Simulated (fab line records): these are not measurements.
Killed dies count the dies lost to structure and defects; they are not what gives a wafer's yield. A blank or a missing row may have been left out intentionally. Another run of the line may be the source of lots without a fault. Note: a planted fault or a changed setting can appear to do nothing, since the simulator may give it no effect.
A lot that was struck, set against a sound lot    flow n5 finfet    13 steps out of a route of 1938
Sound: these wafers, L744.1, L744.4, L744.6. Wafers L741.2, L741.3, L741.4 were the ones struck. The cause is given at the end.
Order at every step that has rows: each side's tool, ch and its chambers, its first start. Under that, the readings that differ: sound wafers    struck wafers    difference of the means    sigmas: that difference in standard deviations of wafers without a fault.
alike: readings with means less than 2 such deviations apart, plus words and numbers identical on both sides. not compared: withheld readings, readings lacking a value on some wafer, bounds such as >300 that could conceal the same value, and numbers that have no deviation in the record and whose values overlap.
Wherever a step has rows on one side only, a row that says differs or no value, or a row with sigmas, the two part there. Numbers that don't overlap but have no deviation are shown without sigmas and don't part them. A reading that every wafer of one side lacks parts them only if that side has two wafers or more.

N5_GATE_CUT_CMP_43: polishes SiO2.
  sound on cmp-04 ch 0,2,3, day 8 04:17; struck on cmp-02 ch 0,1,2, day 7 07:29
  alike: motor current A, slurry filter dp kPa
N5_GATE_CUT_CMP_61: polishes, stops on SiNx, t overpolish 3 s.
  sound on cmp-04 ch 0,2,3, day 8 04:40; struck on cmp-02 ch 0,1,2, day 7 07:58
  alike: motor current A, slurry filter dp kPa
N5_GATE_CUT_INSPECT_26: inspects for defects (darkfield).
  struck on defect inspect-01, day 7 08:13; sound on defect inspect-01, day 8 04:51
  alike: raw defect count
then, 8 steps without rows for these wafers: N5_MOL_CONTACT_COAG_COAT_103 (time 60 s, resist thk 80 nm); N5_MOL_CONTACT_COAG_COAT_104 (time 60 s, resist thk 12 nm); N5_MOL_CONTACT_COAG_COAT_58 (time 60 s, resist thk 10 nm); N5_MOL_CONTACT_COAG_COAT_02 (resist thk 30 nm); N5_MOL_CONTACT_COAG_EBR_04; N5_MOL_CONTACT_COAG_SOFTBAKE_03 (time 60 s); N5_MOL_CONTACT_COAG_EXPOSE_05 (exposes mask CA, defocus 0 nm); N5_MOL_CONTACT_COAG_PEB_06 (peb time 60 s).
N5_MOL_CONTACT_COAG_DEVELOP_07: develop time 30 s.
  struck on litho track-03, day 7 08:59; sound on litho track-02 ch 0, day 8 05:14
  no value came back on the struck wafers for chill plate temp C (C), develop time s (s), exhaust pa (Pa); on the sound wafers chill plate temp C (C) reads 23.01 22.86 23.12
reading                                                sound           struck    difference  sigmas
model.CAR-EUV_of_MOL_CONTACT_COAG_COAT_02.thk nm (nm)  29.6 29.6 29.6  30 30 30  +0          
N5_MOL_CONTACT_COAG_CD_MEAS_08 targets a cd of 28 nm.
  sound on cd sem-02 ch 0, day 8 05:18; struck on cd sem-03 ch 0, day 7 09:03
reading     sound              struck  difference                     sigmas
cd nm (nm)  28.14 28.16 28.13  - - -   no value on the struck wafers  

== WHERE THEY PART ==
First at N5_MOL_CONTACT_COAG_DEVELOP_07; last, within this record, at N5_MOL_CONTACT_COAG_CD_MEAS_08.

WHY: whatever the simulator had introduced
Entire step skipped (litho track-03, N5_MOL_CONTACT_COAG_DEVELOP_07), from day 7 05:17 onward. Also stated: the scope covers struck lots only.
